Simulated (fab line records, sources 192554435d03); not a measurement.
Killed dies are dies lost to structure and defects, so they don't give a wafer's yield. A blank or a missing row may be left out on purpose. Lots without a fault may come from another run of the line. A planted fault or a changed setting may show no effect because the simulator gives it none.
Tool commonality check | flow n5_finfet | 10 lots, 30 wafers sampled

WHY IT WAS OPENED
At N5_WELL_APT_INSPECT_38 the reading raw_defect_count is flagged on 2 of 10 lots. Wafers without a fault read 14, standard deviation 5.4.
Rule: a lot is flagged when every wafer of it that has a number lies more than 4 standard deviations from that mean, or none has a number. The other lots count as sound.

lot  | measured    | on                | raw_defect_count, wafer by wafer | flag
L768 | day 1 22:43 | defect_inspect-01 | 16 11 32                         |
L769 | day 2 04:45 | defect_inspect-01 | 20 10 15                         |
L771 | day 2 16:33 | defect_inspect-01 | 14 17 17                         |
L777 | day 4 04:36 | defect_inspect-01 | 306 325 356                      | FLAGGED
L779 | day 4 17:02 | defect_inspect-02 | 304 328 312                      | FLAGGED
L782 | day 5 10:44 | defect_inspect-01 | 8 18 14                          |
L784 | day 5 22:56 | defect_inspect-02 | 8 9 12                           |
L788 | day 6 23:59 | defect_inspect-01 | 25 11 14                         |
L789 | day 7 04:27 | defect_inspect-01 | 20 20 7                          |
L790 | day 7 10:37 | defect_inspect-01 | 10 17 23                         |
The numbers of the flagged lots are 322 on average: +308 against the usual, or +57 standard deviations.

WHICH TOOL RAN EACH LOT
The record holds 2 process steps before the reading, out of a route of 1938 steps. In each cell: the tool, then ch and the chambers that the sampled wafers went through, then the start.
lot  | flag    | N5_ZERO_LAYER_ETCH_18           | N5_WELL_APT_PRECLEAN_36
L768 |         | rie_si-02 ch 0,1,3, day 1 18:55 | wet_bench-03 ch 0,1,7, day 1 22:01
L769 |         | rie_si-02 ch 2,3, day 2 00:58   | wet_bench-04 ch 0,4,5, day 2 04:02
L771 |         | rie_si-05 ch 1,2,3, day 2 12:47 | wet_bench-03 ch 0,2,4, day 2 15:50
L777 | FLAGGED | rie_si-03 ch 1,3, day 4 00:56   | wet_bench-03 ch 5,6,7, day 4 03:53
L779 | FLAGGED | rie_si-02 ch 0,2,3, day 4 12:47 | wet_bench-03 ch 1,2,7, day 4 16:19
L782 |         | rie_si-03 ch 0,2,3, day 5 06:47 | wet_bench-06 ch 3,5,7, day 5 09:49
L784 |         | rie_si-02 ch 0,2, day 5 18:47   | wet_bench-04 ch 0,3,5, day 5 22:00
L788 |         | rie_si-05 ch 0,1,3, day 6 20:08 | wet_bench-04 ch 2,3,7, day 6 23:16
L789 |         | rie_si-02 ch 1,2, day 7 00:50   | wet_bench-06 ch 2,5,7, day 7 03:44
L790 |         | rie_si-03 ch 1,2, day 7 06:49   | wet_bench-04 ch 0,1,2, day 7 09:53
What these steps do:
- N5_ZERO_LAYER_ETCH_18: etches Si in HBr/Cl2, target depth 120 nm, time 40 s.
- N5_WELL_APT_PRECLEAN_36: cleans in O3/DIW, time 45 s.
- N5_WELL_APT_INSPECT_38: inspects for defects (darkfield).

FLAGGED OVER TOTAL, TOOL BY TOOL (the gauges that took the reading come last)
step                    | tool              | lots run | flagged | share of the flagged lots | sound lots run after its first flagged lot
N5_ZERO_LAYER_ETCH_18   | rie_si-02         | 5        | 1       | some                      | 2 (L784,L789)
N5_ZERO_LAYER_ETCH_18   | rie_si-03         | 3        | 1       | some                      | 2 (L782,L790)
N5_ZERO_LAYER_ETCH_18   | rie_si-05         | 2        | 0       | none                      | -
N5_WELL_APT_PRECLEAN_36 | wet_bench-03      | 4        | 2       | all                       | 0
N5_WELL_APT_PRECLEAN_36 | wet_bench-04      | 4        | 0       | none                      | -
N5_WELL_APT_PRECLEAN_36 | wet_bench-06      | 2        | 0       | none                      | -
N5_WELL_APT_INSPECT_38  | defect_inspect-01 | 8        | 1       | some                      | 4 (L782,L788,L789,L790)
N5_WELL_APT_INSPECT_38  | defect_inspect-02 | 2        | 1       | some                      | 1 (L784)

WHAT THE TABLE ALLOWS
1 row of the table ran every flagged lot: wet_bench-03 at N5_WELL_APT_PRECLEAN_36.
- wet_bench-03 at N5_WELL_APT_PRECLEAN_36: 2 of its 4 lots flagged. Its last sound lot is L771 (day 2 15:50), its first flagged lot L777 (day 4 03:53): a fault that began between those two fits.
One tool is left: wet_bench-03 at N5_WELL_APT_PRECLEAN_36.

WHAT THE SIMULATOR HAD PUT IN
Chamber particle source: wet_bench-03, from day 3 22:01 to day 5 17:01, at N5_WELL_APT_PRECLEAN_36. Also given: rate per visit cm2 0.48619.
Lots struck among those shown: L777, L779. The rule above found the same.
